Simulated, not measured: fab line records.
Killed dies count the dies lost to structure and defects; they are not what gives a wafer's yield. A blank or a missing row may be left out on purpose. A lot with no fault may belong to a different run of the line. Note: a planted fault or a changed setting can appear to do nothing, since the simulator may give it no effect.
Matching of chambers / flow nand-harc / pecvd-02 running NHARC_A_BONDPAD_DEP_00: 3 sister chambers
The step deposits SiCN, target thk 250 nm. 14 wafers are shown with their chamber, then 7 later ones without.

EACH WAFER AND ITS CHAMBER
wafer=L083.2; chamber=2; rf-fwd-power-W (W)=448.9; heater-power-w (W)=534
wafer=L083.4; chamber=1; rf-fwd-power-W (W)=450.7; heater-power-w (W)=543
wafer=L083.6; chamber=0; rf-fwd-power-W (W)=449.2; heater-power-w (W)=524
wafer=L084.2; chamber=2; rf-fwd-power-W (W)=448.6; heater-power-w (W)=528
wafer=L084.4; chamber=0; rf-fwd-power-W (W)=450.1; heater-power-w (W)=456
wafer=L084.6; chamber=1; rf-fwd-power-W (W)=449.6; heater-power-w (W)=556
wafer=L085.4; chamber=0; rf-fwd-power-W (W)=448.7; heater-power-w (W)=566
wafer=L085.5; chamber=1; rf-fwd-power-W (W)=449.5; heater-power-w (W)=524
wafer=L085.6; chamber=2; rf-fwd-power-W (W)=448.1; heater-power-w (W)=545
wafer=L087.2; chamber=0; rf-fwd-power-W (W)=449.9; heater-power-w (W)=474
wafer=L087.5; chamber=2; rf-fwd-power-W (W)=448.3; heater-power-w (W)=537
wafer=L087.6; chamber=0; rf-fwd-power-W (W)=448.5; heater-power-w (W)=503
wafer=L088.1; chamber=0; rf-fwd-power-W (W)=447.8; heater-power-w (W)=474
wafer=L088.4; chamber=1; rf-fwd-power-W (W)=451.1; heater-power-w (W)=519

SIGNATURES, as means of the wafers listed above
reading=rf-fwd-power-W; chamber 0=449.033; chamber 1=450.225; chamber 2=448.475; scatter within a chamber=0.745
reading=heater-power-w; chamber 0=499.50; chamber 1=535.50; chamber 2=536.00; scatter within a chamber=29
Rule: for a wafer and a chamber, the distance is found by dividing, reading by reading, the gap between the wafer's reading and the chamber's mean by the reading's scatter, squaring, summing and taking the root. The wafer belongs to the nearest chamber; if the next one is less than 2 further off, it can't be placed. The scatter: the root of (the sum of the squares of (reading less its chamber's mean) over the shown wafers, divided by (wafers less chambers)).

WAFERS MISSING THEIR CHAMBER
wafer=L088.5; rf-fwd-power-W (W)=448.3; heater-power-w (W)=494
wafer=L092.1; rf-fwd-power-W (W)=447.8; heater-power-w (W)=544
wafer=L092.3; rf-fwd-power-W (W)=448.9; heater-power-w (W)=531
wafer=L092.6; rf-fwd-power-W (W)=449.4; heater-power-w (W)=541
wafer=L095.2; rf-fwd-power-W (W)=448.7; heater-power-w (W)=550
wafer=L095.3; rf-fwd-power-W (W)=449.6; heater-power-w (W)=505
wafer=L095.5; rf-fwd-power-W (W)=449.8; heater-power-w (W)=513

CHAMBER TAKEN BY EACH
wafer=L088.5; from the rows above=can't be placed: 0 or 2 or 1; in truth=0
wafer=L092.1; from the rows above=can't be placed: 2 or 0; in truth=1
wafer=L092.3; from the rows above=can't be placed: 2 or 0 or 1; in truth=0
wafer=L092.6; from the rows above=can't be placed: 1 or 2 or 0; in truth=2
wafer=L095.2; from the rows above=can't be placed: 2 or 0 or 1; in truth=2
wafer=L095.3; from the rows above=can't be placed: 0 or 1 or 2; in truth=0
wafer=L095.5; from the rows above=can't be placed: 1 or 0 or 2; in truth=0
0 of 7 placed correctly. Cannot be placed on the basis of these rows: 7; the candidates contain the true chamber in 6. Wrongly placed: 0.
